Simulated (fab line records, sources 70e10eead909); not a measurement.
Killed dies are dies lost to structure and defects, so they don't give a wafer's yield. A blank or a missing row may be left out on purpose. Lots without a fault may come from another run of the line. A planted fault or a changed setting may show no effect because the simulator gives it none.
A struck lot beside a sound one | flow nand_harc | 22 steps out of a route of 1302
Sound: wafers L434.2, L434.3, L434.6. Struck: wafers L430.1, L430.6. (L430.2 of the same lot was not struck and is left out.) The cause comes at the end.
At each step with rows: each side's tool, then ch and its chambers, then its first start. Under that, the readings that differ: sound wafers | struck wafers | difference of the means | sigmas: that difference in standard deviations of wafers without a fault.
alike: readings whose means differ by less than 2 such deviations, and words and numbers that are the same on both sides. not compared: withheld readings, readings that some wafer has no value for, bounds like >300 that may hide the same value, and numbers for which the record gives no deviation and whose values overlap.
The two part at a step that has a row with sigmas, a row that says differs or no value, or rows on one side only. Numbers that don't overlap but have no deviation are shown without sigmas and don't part them. A reading that every wafer of one side lacks parts them only if that side has two wafers or more.

NHARC_A_BLC_CMP_25: polishes, t overpolish 30 s, target thk 150 nm.
  sound on cmp-01 ch 1,2,3, day 30 08:07; struck on cmp-04 ch 2,3, day 28 18:44
  alike: edge_zone_pressure_frac, motor_current_A, overpolish_run_s, time_to_endpoint_s
then, 1 step without rows for these wafers: NHARC_A_BLC_SRD_27.
NHARC_A_BLC_INSPECT_28:
  sound on defect_inspect-01, day 30 08:29; struck on defect_inspect-02, day 28 19:08
  alike: raw_defect_count
then, 8 steps without rows for these wafers: NHARC_A_M0_DEP_00 (deposits SiOC, target thk 150 nm); NHARC_A_M0_DEHYDRATE_01 (time 120 s); NHARC_A_M0_HMDS_02 (time 30 s); NHARC_A_M0_COAT_33 (time 65 s); NHARC_A_M0_COAT_03 (resist thk 90 nm); NHARC_A_M0_SOFTBAKE_04 (time 55 s); NHARC_A_M0_EBR_05; NHARC_A_M0_EXPOSE_06 (exposes mask A M0, target cd 80 nm).
NHARC_A_M0_PEB_07: peb time 65 s.
  sound on litho_track-04 ch 0, day 30 09:18; struck on litho_track-06 ch 0, day 28 19:49
then, 1 step without rows for these wafers: NHARC_A_M0_DEVELOP_08 (develop time 35 s).
NHARC_A_M0_CD_MEAS_09: target cd 80 nm.
  sound on cd_sem-03 ch 0, day 30 09:23; struck on cd_sem-02 ch 0, day 28 19:54
  reading    | sound          | struck    | difference | sigmas
  cd_nm (nm) | 81.5 80.9 81.3 | 86.7 87.7 | +6.0       | +7
NHARC_A_M0_OVL_MEAS_10: pitch 160 nm.
  sound on overlay-02, day 30 09:28; struck on overlay-02, day 28 19:59
  alike: overlay_x_nm, overlay_y_nm
NHARC_A_M0_INSPECT_11:
  sound on defect_inspect-01, day 30 09:31; struck on defect_inspect-01, day 28 20:01
  alike: raw_defect_count
NHARC_A_M0_DESCUM_14: chemistry O2, time 3 s.
  sound on rie_diel-05 ch 0,2, day 30 09:34; struck on rie_diel-10 ch 0, day 28 20:05
  reading                         | sound          | struck      | difference | sigmas
  showerhead_plenum_p_Torr (Torr) | 1.97 1.79 1.79 | 2.05 2.05   | +0.20      | +2
  model.A_M0.cd_nm (nm)           | 80.48 81 81.62 | 85.31 86.99 | +5.12      |
  alike: drypump_motor_current_A, oes_product_au, rf_vpp_V, throttle_valve_pct
  not compared: rf_hours_counter_h
NHARC_A_M0_ETCH_34: etches the open film in N2/H2, target depth 40 nm, overetch 12 nm, time 43.94 s.
  sound on rie_diel-05 ch 2,3, day 30 09:40; struck on rie_diel-10 ch 3, day 28 20:10
  alike: drypump_motor_current_A, oes_product_au, rf_vpp_V, showerhead_plenum_p_Torr, throttle_valve_pct
  not compared: rf_hours_counter_h
NHARC_A_M0_ETCH_15: etches the open film in C4F8/Ar, target depth 150 nm, overetch 15 nm, time 82.5 s.
  sound on rie_diel-05 ch 0,1; struck on rie_diel-10 ch 1,3
  reading               | sound             | struck      | difference | sigmas
  oes_product_au (a.u.) | 0.911 0.910 0.919 | 0.988 0.960 | +0.061     | +3
  model.A_M0.cd_nm (nm) | 79.77 81.32 80.68 | 85.73 87.43 | +5.99      |
  alike: rf_vpp_V
  not compared: rf_hours_counter_h
NHARC_A_M0_CD_MEAS_16:
  sound on cd_sem-02, day 30 09:52; struck on cd_sem-02, day 28 20:23
  reading    | sound          | struck    | difference | sigmas
  cd_nm (nm) | 79.4 81.5 80.4 | 85.4 87.2 | +5.9       | +5
NHARC_A_M0_STRIP_18: strips in N2/H2.
  sound on rie_diel-03 ch 0,1,3, day 30 09:56; struck on rie_diel-10 ch 0,1, day 28 20:31
  alike: drypump_motor_current_A, oes_product_au, rf_vpp_V, showerhead_plenum_p_Torr, throttle_valve_pct
  not compared: rf_hours_counter_h
NHARC_END_SORT_01:
  sound on prober-02 ch 0, day 32 00:16; struck on prober-02 ch 0, day 30 15:45
  alike: defect_limited_yield, killed_at_array, killed_at_other, killed_at_periphery, killed_dies, killed_open, killed_short

WHERE THEY PART
First at NHARC_A_M0_CD_MEAS_09; last, within this record, at NHARC_A_M0_CD_MEAS_16. Later steps at which nothing parts them and some readings are alike: NHARC_A_M0_STRIP_18, NHARC_END_SORT_01.

WHY: what the simulator had put in
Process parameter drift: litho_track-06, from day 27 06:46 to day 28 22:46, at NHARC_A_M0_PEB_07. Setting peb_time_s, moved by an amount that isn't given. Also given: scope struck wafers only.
